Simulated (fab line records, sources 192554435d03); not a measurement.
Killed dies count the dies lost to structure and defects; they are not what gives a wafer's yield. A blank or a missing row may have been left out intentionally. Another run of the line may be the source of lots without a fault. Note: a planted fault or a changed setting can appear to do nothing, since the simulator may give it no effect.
fab line records	flow n5_finfet
record lots=7	wafers=39
route steps=1938 shown WELL_APT@47 FIN_SAQP@131 STI_FIN_REVEAL@190 DUMMY_GATE@237 SPACER0@259 HKMG_FIN@386 MOL_CONTACT_COAG@610 BEOL_M4@1111
start_h: hours from the record's first day to the start of the lot's first wafer shown	wait_h: hours from the lot's prior step to this one	" as in the row above	L1.1+2: several wafers, shown together as one row	- no value, or no start was given	* or withheld: withheld	< > ~ a bound
route shown NAME@n: a module of which the file shows steps, and the number in the route of the first	usual: mean/standard deviation taken from wafers without a fault	same: alike in all rows	chamber/n: place in a boat	sites: the reading at each site	_std_site: standard deviation of those values	_edge_site: outer sites' mean less inner sites'	radius_mm: how far each site lies from the wafer's centre	mask NAME#n: copy n	behind: the last tool/chamber to shape the wafer	hold: the reason the lot was held/the length of the hold in hours/how it ended	device: which transistor (n, p or np) failed to switch	end of line: the same wafers' tests at the end of the route	a step with no rows: only its recipe	killed: at the first sort, the dies lost to defects and structure; wafer yield is something else	map: shows each die of a wafer: x if killed, . if not, _ if none is there
set.NAME: the run value of the setting; set.NAME@STEP: its run value at that earlier step	model.NAME: the simulator's own value behind a step, which no gauge read
lots with deliberately changed settings; one table per step, one row per wafer
## steps
# step N5_WELL_APT_IMPLANT_31
# recipe species=B	energy_kev=60	dose_cm2=1.5e+13	tilt_deg=0	rotation_deg=0
# step N5_FIN_SAQP_MANDREL_ETCH_58
# recipe chemistry=HBr/Cl2	target=a-Si	target_depth_a=450	bt_time_s=10	stop_on=SiNx	mask_material=SiO2	over_etch_frac=0.8	time_s=27	pressure_mtorr=10	icp_w=800	bias_w=75	HBr_flow_sccm=150	Cl2_flow_sccm=80	ends=end_point
# step N5_STI_FIN_REVEAL_ETCHBACK_08
# recipe chemistry=C4F6/O2	target=SiO2	target_depth_a=305	time_s=10.167	ion_energy_ev=250	pressure_mtorr=30	source_w=345	bias_w=185	Ar_flow_sccm=300	C4F6_flow_sccm=10	O2_flow_sccm=10
# step N5_DUMMY_GATE_ETCH_37
# recipe chemistry=N2/H2	target=SOC	target_depth_a=600	overetch_a=300	temp_c=40	ion_energy_ev=200	pressure_mtorr=30	source_w=840	bias_w=150	n2_flow_sccm=200	h2_flow_sccm=200
# step N5_DUMMY_GATE_ETCH_32
# recipe chemistry=CF4	target=SiO2	target_depth_a=35	time_s=3.9	ion_energy_ev=350	pressure_mtorr=10	icp_w=800	bias_w=400	cf4_flow_sccm=80
# step N5_DUMMY_GATE_ETCH_44
# recipe chemistry=HBr/O2	over_etch_frac=0.7	target_depth_a=1275	stop_on=SiO2	ion_energy_ev=60	bias_w=20	target=poly-Si	mask_material=SiO2	pressure_mtorr=20	icp_w=400	HBr_flow_sccm=120	O2_flow_sccm=10
# step N5_SPACER0_ALD_00
# recipe material=SiOCN	target_thk_a=35	temp_c=400	ald_precursor_family=alkyl-aminosilane	ald_co_reactant=O2/N2-plasma	pulse_time_s=3	purge_time_s=2	co_reactant_purge_time_s=2	ald_cycles=58	pressure_torr=2
# step N5_HKMG_FIN_HK_ALD_01
# recipe material=HfO2	target_thk_a=16	temp_c=withheld	ald_precursor_family=HfCl4	ald_co_reactant=H2O	pulse_time_s=3	purge_time_s=3	co_reactant_purge_time_s=2.5	co_reactant_pulse_time_s=0.3	ald_cycles=30
# step N5_MOL_CONTACT_COAG_ETCH_67
# recipe chemistry=N2/H2	target=SOC	target_depth_a=600	overetch_a=210	mask_material=SiARC	temp_c=40	time_s=101.2	ion_energy_ev=200	pressure_mtorr=30	source_w=840	bias_w=150	n2_flow_sccm=200	h2_flow_sccm=200
# step N5_MOL_CONTACT_COAG_VIA_ETCH_117
# recipe chemistry=C4F6/O2	target_depth_a=400	overetch_a=80	mask_material=SOC	target=SiO2	bias_w=455	pressure_mtorr=10	time_s=26	source_w=325	Ar_flow_sccm=300	C4F6_flow_sccm=10	O2_flow_sccm=10	ion_energy_ev=575.3	ends=end_point
# step N5_BEOL_M4_RC_MEAS_101
# usual EOT_N=10.57/0.1	EOT_P=10.51/0.1	IGATE_N=0.0120/0.0021	IGATE_P=0.0036/0.00062	REXT_N=74.8/1.3	REXT_P=100.3/2.1	RS_PWELL=3008/26
lot.wafer	tool	chamber	start_h	wait_h	set.dose_cm2@WELL_APT_IMPLANT_31	set.bias_w@FIN_SAQP_MANDREL_ETCH_58	set.time_s@STI_FIN_REVEAL_ETCHBACK_08	set.source_w@DUMMY_GATE_ETCH_37	set.time_s@DUMMY_GATE_ETCH_32	set.target_depth_a@DUMMY_GATE_ETCH_44	set.ald_cycles@SPACER0_ALD_00	set.ald_cycles@HKMG_FIN_HK_ALD_01	set.source_w@MOL_CONTACT_COAG_ETCH_67	set.bias_w@MOL_CONTACT_COAG_VIA_ETCH_117	EOT_N	EOT_P	IGATE_N[nA/um]	IGATE_P[nA/um]	REXT_N[ohm.um]	REXT_P[ohm.um]	RS_PWELL[ohm/sq]
L074.1	prober-01	0	161.40	0.0	1.5e+13	84.79	10.167	840	3.9	1165	58	35	840	392.2	11.30	11.15	0.0013	0.0004	72.7	98.2	2982
L074.2	"	0	"	"	1.5e+13	75	10.167	840	4.259	1275	58	30	840	455	10.85	10.66	0.0100	0.0030	73.6	101.2	2959
L074.3	"	0	"	"	1.5e+13	84.79	10.167	921.6	4.259	1165	58	30	930.1	455	10.49	10.44	0.0146	0.0043	72.2	101.0	2952
L074.4	"	0	"	"	1.5e+13	75	10.167	921.6	4.259	1275	58	35	930.1	392.2	11.04	11.06	0.0020	0.0006	72.6	100.0	2954
L074.5	"	0	"	"	1.5e+13	84.79	10.167	840	3.9	1275	58	35	930.1	455	11.24	11.18	0.0016	0.0005	72.9	99.4	2974
L074.6	"	0	"	"	1.5e+13	75	10.167	921.6	3.9	1165	58	30	840	392.2	10.36	10.26	0.0158	0.0047	72.6	101.2	2960
L075.1	prober-01	0	167.22	0.0	1.407e+13	75	10.167	840	3.9	1437	64	30	840	390.2	10.64	10.59	0.0107	0.0032	78.5	107.9	3112
L075.2	"	0	"	"	1.407e+13	75	10.167	922.1	3.9	1437	58	32	840	455	10.83	10.87	0.0053	0.0016	75.6	102.0	3105
L075.3	"	0	"	"	1.5e+13	61.23	10.167	922.1	3.9	1437	64	30	681.5	390.2	10.62	10.50	0.0109	0.0033	79.8	110.5	3020
L075.4	"	0	"	"	1.407e+13	61.23	10.167	922.1	3.9	1275	58	32	681.5	390.2	10.86	10.95	0.0043	0.0013	75.7	104.4	3102
L075.5	"	0	"	"	1.5e+13	61.23	10.167	840	3.9	1275	58	30	840	455	10.69	10.70	0.0091	0.0027	74.1	104.4	2992
L075.6	"	0	"	"	1.5e+13	75	10.167	840	3.9	1275	64	32	681.5	455	10.84	10.74	0.0049	0.0015	79.4	108.3	2982
L076.1	prober-02	0	169.20	0.0	1.5e+13	65.07	10.167	840	3.9	1275	54	30	991.2	455	10.62	10.49	0.0107	0.0031	72.7	100.3	3022
L076.2	"	0	"	"	1.314e+13	75	10.167	840	3.9	1174	54	30	991.2	455	10.64	10.43	0.0106	0.0031	71.2	100.5	3295
L076.3	"	0	"	"	1.314e+13	65.07	10.167	840	3.9	1174	58	30	840	455	10.59	10.46	0.0106	0.0032	75.4	105.4	3282
L076.4	"	0	"	"	1.5e+13	75	10.167	796.2	3.9	1275	58	30	991.2	455	10.53	10.44	0.0125	0.0037	74.3	101.9	3037
L076.5	"	0	"	"	1.314e+13	75	10.167	796.2	3.9	1275	58	30	840	455	10.59	10.54	0.0102	0.0030	74.4	104.0	3283
L076.6	"	0	"	"	1.5e+13	65.07	10.167	796.2	3.9	1174	54	30	840	455	10.58	10.50	0.0106	0.0031	72.3	100.0	3041
L080.1	prober-02	0	200.80	0.0	1.5e+13	75	10.56	840	3.9	1147	58	26	840	369.9	10.19	9.98	0.0565	0.0172	74.4	96.1	2999
L080.2	"	0	"	"	1.5e+13	88.69	10.56	840	3.9	1275	58	30	885.4	369.9	10.51	10.48	0.0123	0.0037	75.3	98.0	2977
L080.3	"	0	"	"	1.5e+13	75	10.56	747.1	3.9	1147	55	30	885.4	455	10.54	10.48	0.0107	0.0033	71.8	95.3	3011
L080.4	"	0	"	"	1.5e+13	88.69	10.167	747.1	3.9	1147	58	26	840	455	10.12	10.04	0.0581	0.0176	73.1	96.2	2975
L080.5	"	0	"	"	1.5e+13	88.69	10.167	747.1	3.9	1275	55	26	885.4	455	10.19	10.10	0.0447	0.0136	73.1	95.0	2993
L080.6	"	0	"	"	1.5e+13	75	10.167	840	3.9	1275	55	30	840	369.9	10.59	10.51	0.0106	0.0033	73.7	96.0	2981
L087.1	prober-02	0	256.35	0.0	1.5e+13	75	10.167	840	3.9	1275	58	32	840	455	10.65	10.77	0.0062	0.0018	76.0	98.9	3000
L087.2	"	0	"	"	1.5e+13	88.66	10.167	693.9	3.551	1400	58	30	840	455	10.46	10.45	0.0131	0.0038	75.1	97.9	3018
L087.3	"	0	"	"	1.279e+13	75	10.167	693.9	3.9	1400	58	32	840	405.1	10.74	10.86	0.0055	0.0016	75.9	96.2	3297
L087.4	"	0	"	"	1.279e+13	75	10.167	840	3.551	1400	58	30	840	405.1	10.58	10.62	0.0091	0.0027	75.2	98.4	3282
L087.5	"	0	"	"	1.5e+13	88.66	10.167	693.9	3.9	1275	58	30	840	455	10.55	10.49	0.0123	0.0036	75.2	96.1	3022
L087.6	"	0	"	"	1.279e+13	88.66	10.167	840	3.551	1275	58	32	840	405.1	10.67	10.72	0.0058	0.0017	75.8	97.7	3288
L095.3	prober-01	0	289.36	0.3	1.5e+13	75	10.167	840	3.9	1275	58	30	840	455	10.51	10.40	0.0142	0.0043	72.9	103.2	3012
L095.4	"	0	"	"	1.5e+13	75	10.167	840	3.9	1275	58	30	840	455	10.43	10.29	0.0161	0.0049	73.6	101.6	3059
L095.5	"	0	"	"	1.5e+13	75	10.167	840	3.9	1275	58	30	840	455	10.50	10.36	0.0143	0.0043	73.8	102.7	3029
L093.1	prober-02	0	289.62	0.0	1.5e+13	75	10.167	840	4.555	1275	53	28	840	399	10.35	10.28	0.0275	0.0085	72.5	92.4	3031
L093.2	"	0	"	"	1.5e+13	75	9.925	840	3.9	1275	58	30	986.6	399	10.60	10.60	0.0094	0.0029	73.6	95.4	3023
L093.3	"	0	"	"	1.5e+13	75	9.925	840	3.9	1230	58	28	840	455	10.49	10.25	0.0212	0.0065	75.4	98.0	2977
L093.4	"	0	"	"	1.5e+13	75	10.167	840	4.555	1230	58	28	986.6	455	10.50	10.43	0.0193	0.0059	74.4	96.7	3029
L093.5	"	0	"	"	1.5e+13	75	9.925	840	4.555	1275	53	30	840	455	10.65	10.54	0.0107	0.0033	72.6	93.7	3038
L093.6	"	0	"	"	1.5e+13	75	10.167	840	3.9	1230	53	30	986.6	399	10.68	10.68	0.0091	0.0028	72.2	93.2	3031
## key
split step=N5_WELL_APT_IMPLANT_31	setting=dose_cm2	stated_as=1.5e+13
response step=N5_BEOL_M4_RC_MEAS_101	reading=RS_PWELL	slope=-19.4	per=1%	together_with=all	explained=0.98
split step=N5_FIN_SAQP_MANDREL_ETCH_58	setting=bias_w	stated_as=75
response none clear
split step=N5_STI_FIN_REVEAL_ETCHBACK_08	setting=time_s	stated_as=10.167
response none clear
split step=N5_DUMMY_GATE_ETCH_37	setting=source_w	stated_as=840
response none clear
split step=N5_DUMMY_GATE_ETCH_32	setting=time_s	stated_as=3.9
response none clear
split step=N5_DUMMY_GATE_ETCH_44	setting=target_depth_a	stated_as=1275
response none clear
split step=N5_SPACER0_ALD_00	setting=ald_cycles	stated_as=58
response step=N5_BEOL_M4_RC_MEAS_101	reading=REXT_N	slope=+0.322	per=1%	together_with=all	explained=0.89
response step=N5_BEOL_M4_RC_MEAS_101	reading=REXT_P	slope=+0.471	per=1%	together_with=all	explained=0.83
split step=N5_HKMG_FIN_HK_ALD_01	setting=ald_cycles	stated_as=30
response step=N5_BEOL_M4_RC_MEAS_101	reading=EOT_P	slope=+0.038	per=1%	together_with=all	explained=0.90
response step=N5_BEOL_M4_RC_MEAS_101	reading=EOT_N	slope=+0.0331	per=1%	together_with=all	explained=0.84
response step=N5_BEOL_M4_RC_MEAS_101	reading=IGATE_N	slope=-0.00151	per=1%	together_with=all	explained=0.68
response step=N5_BEOL_M4_RC_MEAS_101	reading=IGATE_P	slope=-0.000456	per=1%	together_with=all	explained=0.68
split step=N5_MOL_CONTACT_COAG_ETCH_67	setting=source_w	stated_as=840
response none clear
split step=N5_MOL_CONTACT_COAG_VIA_ETCH_117	setting=bias_w	stated_as=455
response none clear
